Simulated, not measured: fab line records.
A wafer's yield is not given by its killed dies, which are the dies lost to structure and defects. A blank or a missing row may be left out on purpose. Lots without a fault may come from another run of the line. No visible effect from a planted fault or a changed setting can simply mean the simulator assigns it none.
Matching of chambers || flow n5 finfet || 4 sister chambers for N5_BEOL_M7_STRIP_19 on rie diel-06
The step strips in O2. 22 wafers are shown with their chamber, then 11 later ones without.

WAFERS WITH THEIR CHAMBER
{"wafer": "L075.2", "chamber": 2, "drypump motor current A (A)": 5.5, "showerhead plenum p Torr (Torr)": 2.03, "throttle valve pct (%)": 16.63}
{"wafer": "L075.3", "chamber": 3, "drypump motor current A (A)": 6.0, "showerhead plenum p Torr (Torr)": 1.98, "throttle valve pct (%)": 16.97}
{"wafer": "L075.5", "chamber": 2, "drypump motor current A (A)": 5.5, "showerhead plenum p Torr (Torr)": 2.03, "throttle valve pct (%)": 16.61}
{"wafer": "L074.2", "chamber": 1, "drypump motor current A (A)": 5.3, "showerhead plenum p Torr (Torr)": 2.11, "throttle valve pct (%)": 16.78}
{"wafer": "L074.5", "chamber": 0, "drypump motor current A (A)": 5.4, "showerhead plenum p Torr (Torr)": 2.08, "throttle valve pct (%)": 17.12}
{"wafer": "L074.6", "chamber": 3, "drypump motor current A (A)": 6.0, "showerhead plenum p Torr (Torr)": 1.98, "throttle valve pct (%)": 16.96}
{"wafer": "L076.1", "chamber": 2, "drypump motor current A (A)": 5.5, "showerhead plenum p Torr (Torr)": 2.03, "throttle valve pct (%)": 16.63}
{"wafer": "L076.2", "chamber": 0, "drypump motor current A (A)": 5.3, "showerhead plenum p Torr (Torr)": 2.08, "throttle valve pct (%)": 17.11}
{"wafer": "L076.5", "chamber": 1, "drypump motor current A (A)": 5.3, "showerhead plenum p Torr (Torr)": 2.11, "throttle valve pct (%)": 16.76}
{"wafer": "L078.1", "chamber": 0, "drypump motor current A (A)": 5.4, "showerhead plenum p Torr (Torr)": 2.08, "throttle valve pct (%)": 17.11}
{"wafer": "L078.4", "chamber": 2, "drypump motor current A (A)": 5.5, "showerhead plenum p Torr (Torr)": 2.03, "throttle valve pct (%)": 16.65}
{"wafer": "L078.6", "chamber": 0, "drypump motor current A (A)": 5.4, "showerhead plenum p Torr (Torr)": 2.08, "throttle valve pct (%)": 17.09}
{"wafer": "L081.2", "chamber": 0, "drypump motor current A (A)": 5.4, "showerhead plenum p Torr (Torr)": 2.07, "throttle valve pct (%)": 17.11}
{"wafer": "L081.5", "chamber": 0, "drypump motor current A (A)": 5.4, "showerhead plenum p Torr (Torr)": 2.08, "throttle valve pct (%)": 17.12}
{"wafer": "L081.6", "chamber": 3, "drypump motor current A (A)": 6.0, "showerhead plenum p Torr (Torr)": 1.98, "throttle valve pct (%)": 16.99}
{"wafer": "L080.1", "chamber": 0, "drypump motor current A (A)": 5.4, "showerhead plenum p Torr (Torr)": 2.07, "throttle valve pct (%)": 17.14}
{"wafer": "L080.3", "chamber": 3, "drypump motor current A (A)": 6.0, "showerhead plenum p Torr (Torr)": 1.98, "throttle valve pct (%)": 17.01}
{"wafer": "L080.4", "chamber": 1, "drypump motor current A (A)": 5.3, "showerhead plenum p Torr (Torr)": 2.10, "throttle valve pct (%)": 16.78}
{"wafer": "L079.2", "chamber": 0, "drypump motor current A (A)": 5.4, "showerhead plenum p Torr (Torr)": 2.07, "throttle valve pct (%)": 17.14}
{"wafer": "L079.3", "chamber": 3, "drypump motor current A (A)": 6.0, "showerhead plenum p Torr (Torr)": 1.98, "throttle valve pct (%)": 17.01}
{"wafer": "L079.4", "chamber": 2, "drypump motor current A (A)": 5.5, "showerhead plenum p Torr (Torr)": 2.03, "throttle valve pct (%)": 16.66}
{"wafer": "L086.3", "chamber": 3, "drypump motor current A (A)": 6.0, "showerhead plenum p Torr (Torr)": 1.98, "throttle valve pct (%)": 17.00}

SIGNATURES (averages over the wafers above)
{"reading": "drypump motor current A", "chamber 0": 5.388, "chamber 1": 5.300, "chamber 2": 5.500, "chamber 3": 6.000, "scatter within a chamber": 0.022}
{"reading": "showerhead plenum p Torr", "chamber 0": 2.0762, "chamber 1": 2.1067, "chamber 2": 2.0300, "chamber 3": 1.9800, "scatter within a chamber": 0.00376}
{"reading": "throttle valve pct", "chamber 0": 17.1175, "chamber 1": 16.7733, "chamber 2": 16.6360, "chamber 3": 16.9900, "scatter within a chamber": 0.0182}
Rule: for each reading, subtract the chamber's mean from the wafer's reading, divide by that reading's scatter and square the result; add these up over the readings and take the root, which gives the wafer's distance from the chamber. The wafer belongs to the nearest chamber; if the next one is less than 2 further off, it can't be placed. The scatter is the square root of a quotient: the sum, over the shown wafers, of each reading's squared deviation from its chamber's mean, divided by wafers minus chambers.

WAFERS WHOSE CHAMBER IS MISSING
{"wafer": "L086.4", "drypump motor current A (A)": 5.4, "showerhead plenum p Torr (Torr)": 2.07, "throttle valve pct (%)": 17.15}
{"wafer": "L086.5", "drypump motor current A (A)": 5.4, "showerhead plenum p Torr (Torr)": 2.07, "throttle valve pct (%)": 17.14}
{"wafer": "L087.1", "drypump motor current A (A)": 5.3, "showerhead plenum p Torr (Torr)": 2.10, "throttle valve pct (%)": 16.83}
{"wafer": "L087.4", "drypump motor current A (A)": 5.4, "showerhead plenum p Torr (Torr)": 2.07, "throttle valve pct (%)": 17.16}
{"wafer": "L087.5", "drypump motor current A (A)": 5.5, "showerhead plenum p Torr (Torr)": 2.02, "throttle valve pct (%)": 16.68}
{"wafer": "L091.1", "drypump motor current A (A)": 5.5, "showerhead plenum p Torr (Torr)": 2.02, "throttle valve pct (%)": 16.69}
{"wafer": "L091.5", "drypump motor current A (A)": 5.3, "showerhead plenum p Torr (Torr)": 2.10, "throttle valve pct (%)": 16.82}
{"wafer": "L091.6", "drypump motor current A (A)": 5.5, "showerhead plenum p Torr (Torr)": 2.02, "throttle valve pct (%)": 16.68}
{"wafer": "L097.4", "drypump motor current A (A)": 5.4, "showerhead plenum p Torr (Torr)": 2.06, "throttle valve pct (%)": 17.18}
{"wafer": "L097.5", "drypump motor current A (A)": 5.3, "showerhead plenum p Torr (Torr)": 2.06, "throttle valve pct (%)": 17.18}
{"wafer": "L097.6", "drypump motor current A (A)": 5.3, "showerhead plenum p Torr (Torr)": 2.10, "throttle valve pct (%)": 16.84}

EACH ONE'S CHAMBER
{"wafer": "L086.4", "from the rows above": 0, "in truth": 0}
{"wafer": "L086.5", "from the rows above": 0, "in truth": 0}
{"wafer": "L087.1", "from the rows above": 1, "in truth": 1}
{"wafer": "L087.4", "from the rows above": 0, "in truth": 0}
{"wafer": "L087.5", "from the rows above": 2, "in truth": 2}
{"wafer": "L091.1", "from the rows above": 2, "in truth": 2}
{"wafer": "L091.5", "from the rows above": 1, "in truth": 1}
{"wafer": "L091.6", "from the rows above": 2, "in truth": 2}
{"wafer": "L097.4", "from the rows above": 0, "in truth": 0}
{"wafer": "L097.5", "from the rows above": 0, "in truth": 0}
{"wafer": "L097.6", "from the rows above": 1, "in truth": 1}
Placed correctly: 11 of 11. Can't be placed from these rows: 0. Wrongly placed: 0.
